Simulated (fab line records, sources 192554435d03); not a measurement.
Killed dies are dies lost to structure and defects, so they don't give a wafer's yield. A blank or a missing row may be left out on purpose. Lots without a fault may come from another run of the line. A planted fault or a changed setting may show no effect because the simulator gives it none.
One fault seen from 3 desks | flow n5_finfet | each desk has only its own numbers; what lay behind them comes last

THE DEFECT DESK
What the inspections along the route counted, lot by lot: means of the sampled wafers that have a number. A lot is out of limits, marked OUT, if its mean lies more than 4 standard deviations from the usual mean; the brackets give that distance.
Columns: A = raw_defect_count at N5_BEOL_M3_INSPECT_59, usual 70
lot  | first seen here | A
L338 | day 7 04:58     | 43
L342 | day 8 21:43     | 67
L346 | day 9 15:57     | 81
L348 | day 10 01:24    | 70
L349 | day 10 05:15    | 44
L353 | day 11 10:14    | 60
L355 | day 11 21:02    | 75
This desk's finding: nothing out of limits on any of the 7 lots.

THE TOOL OWNER'S DESK: euv_scanner-02
The tool's own readings at N5_BEOL_M4_EXPOSE_08 (exposes mask M4): means of the sampled wafers that have a number, for each lot that ran on this tool. A lot is out of limits, marked OUT, if its mean lies more than 4 standard deviations from the usual mean; the brackets give that distance.
Columns: A = exposure_dose_mJ_cm2 at N5_BEOL_M4_EXPOSE_08, usual 41.19; B = focus_offset_nm at N5_BEOL_M4_EXPOSE_08, usual 0.0 nm; C = reticle_temp_C at N5_BEOL_M4_EXPOSE_08, usual 23.01 C
lot  | first seen here | A     | B   | C
L338 | day 7 06:17     | 41.16 | 0.4 | 22.95
L342 | day 8 22:52     | 41.15 | 0.3 | 23.05
This desk's finding: nothing out of limits on any of the 2 lots.

THE METROLOGY DESK
What the gauges read, lot by lot, whatever tool the lot ran on: means of the sampled wafers that have a number. A lot is out of limits, marked OUT, if its mean lies more than 4 standard deviations from the usual mean; the brackets give that distance.
Columns: A = M3_RS at N5_BEOL_M3_RS_MEAS_58, usual 0.67 ohm/sq; B = M4_ILD_THK at N5_BEOL_M4_THK_MEAS_01, usual 79.2 nm
lot  | first seen here | A    | B
L338 | day 7 04:56     | 0.66 | 79.7
L342 | day 8 21:41     | 0.71 | 79.4
L346 | day 9 15:55     | 0.68 | 79.2
L348 | day 10 01:22    | 0.70 | 77.9
L349 | day 10 05:13    | 0.69 | 79.9
L353 | day 11 10:13    | 0.71 | 78.3
L355 | day 11 21:01    | 0.70 | 78.7
This desk's finding: nothing out of limits on any of the 7 lots.

PUT TOGETHER
The defect desk saw nothing out of limits.
The tool owner's desk saw nothing out of limits.
The metrology desk saw nothing out of limits.

WHAT THE SIMULATOR HAD PUT IN
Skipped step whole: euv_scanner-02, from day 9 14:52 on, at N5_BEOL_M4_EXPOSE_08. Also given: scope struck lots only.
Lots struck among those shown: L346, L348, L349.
